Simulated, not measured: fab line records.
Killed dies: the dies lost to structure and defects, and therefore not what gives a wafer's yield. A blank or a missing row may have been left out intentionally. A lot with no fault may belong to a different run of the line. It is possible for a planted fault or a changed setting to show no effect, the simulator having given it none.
Problem report in the 8D (eight disciplines) form, filled by code	flow n5-finfet	the parts of the form that need people (team, actions taken, sign-off) are left out

## 1. WHAT IS WRONG
trench-depth-nm at N5_BEOL_M8_OCD_MEAS_38 reads a mean of 116.0 nm on 1 wafer of 1 lot; wafers without a fault read 93.9 nm with a standard deviation of 1.3. Relative to the usual mean, that is a shift of +17 standard deviations.
Earliest sighting: wafer L738.1 on ocd-01 at day 14 02:43. Wafers with a number at this step in the record: 19, from 7 lots. Rule for "out", or "out of limits": more than 4 standard deviations from the usual mean. The rest of the wafers with a number are treated as sound.

## 2. WHAT IT IS; WHAT IT IS NOT
question	is	is not
which readings at this step	trench-depth-nm	-
which lots	L738	L728, L732, L739, L741, L742, L746
which wafers of those lots	all that have a number	-
read on which gauges	ocd-01	ocd-02
when	from day 14 02:43	up to then (12 sound wafers); but 6 sound wafers of L742, L746 came after

## 3. THE SUSPECTS, EACH WITH WHAT RULES IT OUT
Counting: a tool at a process step up to the reading stays a suspect if it ran every lot that is out and no sound lot after the first of them.
- the gauge at N5_BEOL_M8_OCD_MEAS_38: ruled out. All the wafers that are out were read on ocd-01, but those of them that N5_BEOL_M8_TRENCH_ETCH_37 has rows for are out there too, on other tools.
- rie-diel-02 at N5_BEOL_M8_TRENCH_ETCH_37 (etches SiCOH lowk in C4F6/O2, target depth 93.478 nm, time 31.2 s): ruled out as a lasting fault. After its first lot that is out, L738 (day 14 02:34), sound lots L746 ran on it.
- rie-diel-02 at N5_BEOL_M8_ETCH_41 (etches SiCN in CH3F/O2, target depth 31.9 nm, time 57.8 s): ruled out as a lasting fault. After its first lot that is out, L738 (day 14 02:43), sound lots L746 ran on it. N5_BEOL_M8_ETCH_41 gives no start for some lots, so the hours and the order of its lots are those of N5_BEOL_M8_OCD_MEAS_38.
Left after counting: nothing in the record.

## 4. THE CAUSE (what the simulator had put in)
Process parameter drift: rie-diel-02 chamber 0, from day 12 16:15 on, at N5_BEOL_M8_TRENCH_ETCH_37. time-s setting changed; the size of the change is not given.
It was ruled out by counting, in error; the rule expects a fault to strike all lots run on its tool from its start on, and this fault did not.

## 5. THE CHAIN OF EFFECTS, in route order
Each row: a reading whose mean over the struck wafers that have a number lies more than 3 standard deviations from the usual. Only readings for which the record gives a usual standard deviation are gone through. hours: the time from each lot's start at the first step in this table that gives one to its start at this step, as a median over the lots. sigmas: the change in usual standard deviations.
hours	step	reading	usual	on struck wafers	change	sigmas
0	N5_BEOL_M8_TRENCH_ETCH_37	run-length-s	54.5 s	61.2	+6.7	+13
0	N5_BEOL_M8_OCD_MEAS_38	trench-depth-nm	93.9 nm	116.0	+22.1	+17
3	N5_BEOL_M8_THK_MEAS_53	M8_THK	79.5 nm	100.4	+20.9	+12
3	N5_BEOL_M8_RS_MEAS_57	M8_RS	0.284 ohm/sq	0.219	-0.065	-9.3
58	N5_BEOL_M15_RC_MEAS_101	SERP_M8	13.6 ohm/um	10.1	-3.5	-8.1
58	N5_BEOL_M15_RC_MEAS_101	SERP_M8_max_site	14.2 ohm/um	10.5	-3.7	-7.1
It contains these process steps:
- N5_BEOL_M8_TRENCH_ETCH_37: etches SiCOH lowk in C4F6/O2, target depth 93.478 nm, time 31.2 s.

## 6. WHAT WOULD HAVE CAUGHT IT SOONER
In this record the first reading out of limits at a measuring or inspecting step was taken at day 14 02:43, 34 hours after the fault began at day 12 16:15.
Tool's own readings at N5_BEOL_M8_TRENCH_ETCH_37, run-length-s: out on all struck wafers the step has rows for; an alarm limit on them would have tripped on the first.
